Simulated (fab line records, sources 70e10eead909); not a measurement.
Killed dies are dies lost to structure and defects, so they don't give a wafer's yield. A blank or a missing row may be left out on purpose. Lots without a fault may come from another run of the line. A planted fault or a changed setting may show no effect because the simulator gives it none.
Problem report in the 8D (eight disciplines) form, filled by code | flow nand_harc | the parts of the form that need people (team, actions taken, sign-off) are left out

1. THE PROBLEM
killed_at_array at NHARC_END_SORT_01 reads a mean of 665 on 9 wafers of 3 lots; wafers without a fault read 29 with a standard deviation of 11. That is +58 standard deviations from the usual mean.
First seen on wafer L807.1, day 21 00:14, on prober-01. The record holds 9 wafers of 3 lots with a number at this step. Rule for "out", or "out of limits": more than 4 standard deviations from the usual mean. The other wafers with a number count as sound.

2. WHAT IT IS AND WHAT IT IS NOT
question                    | is                           | is not
which readings at this step | killed_at_array, killed_dies | killed_open, killed_short
which lots                  | L806, L807, L808             | -
which wafers of those lots  | all that have a number       | -
read on which gauges        | prober-01, prober-02         | -
when                        | from day 21 00:14            | up to then (0 sound wafers)

3. SUSPECTS, AND WHAT RULES EACH OUT
Counting: a tool at a process step up to the reading stays a suspect if it ran every lot that is out and no sound lot after the first of them.
- the gauge at NHARC_END_SORT_01: ruled out. The wafers that are out were read on 2 gauges (prober-01, prober-02).
- acl_dep-02 at NHARC_A_SLIT_DEP_00 (deposits aC, target thk 3200 nm): kept. It ran every lot that is out, first L806 (day 14 23:14), and no sound lot after that.
Left after counting: acl_dep-02 at NHARC_A_SLIT_DEP_00.

4. THE CAUSE (what the simulator had put in)
Process parameter drift: acl_dep-02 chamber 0, from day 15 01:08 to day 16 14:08, at NHARC_A_SLIT_DEP_00. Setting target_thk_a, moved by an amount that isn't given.
Counting left only this tool.

5. THE CHAIN OF EFFECTS, in route order
Each row: a reading whose mean over the struck wafers that have a number lies more than 3 standard deviations from the usual. Only readings for which the record gives a usual standard deviation are gone through. hours: the time from each lot's start at the first step in this table that gives one to its start at this step, as a median over the lots. sigmas: the change in usual standard deviations.
hours | step              | reading         | usual | on struck wafers | change | sigmas
0     | NHARC_END_SORT_01 | killed_at_array | 29    | 665              | +636   | +58
0     | NHARC_END_SORT_01 | killed_dies     | 33    | 671              | +638   | +58

6. WHAT WOULD HAVE CAUGHT IT SOONER
In this record the first reading out of limits at a measuring or inspecting step was taken at day 21 00:14, 143 hours after the fault began at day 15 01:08.
Of the tool readings at NHARC_A_SLIT_DEP_00 for which the record gives a usual standard deviation, none was out on any struck wafer, so an alarm limit of 4 standard deviations on them would not have fired.
All the lots that are out (3) had begun NHARC_A_SLIT_DEP_00 on acl_dep-02 by day 21 00:14. A hold on the tool at that time would have spared none of them.
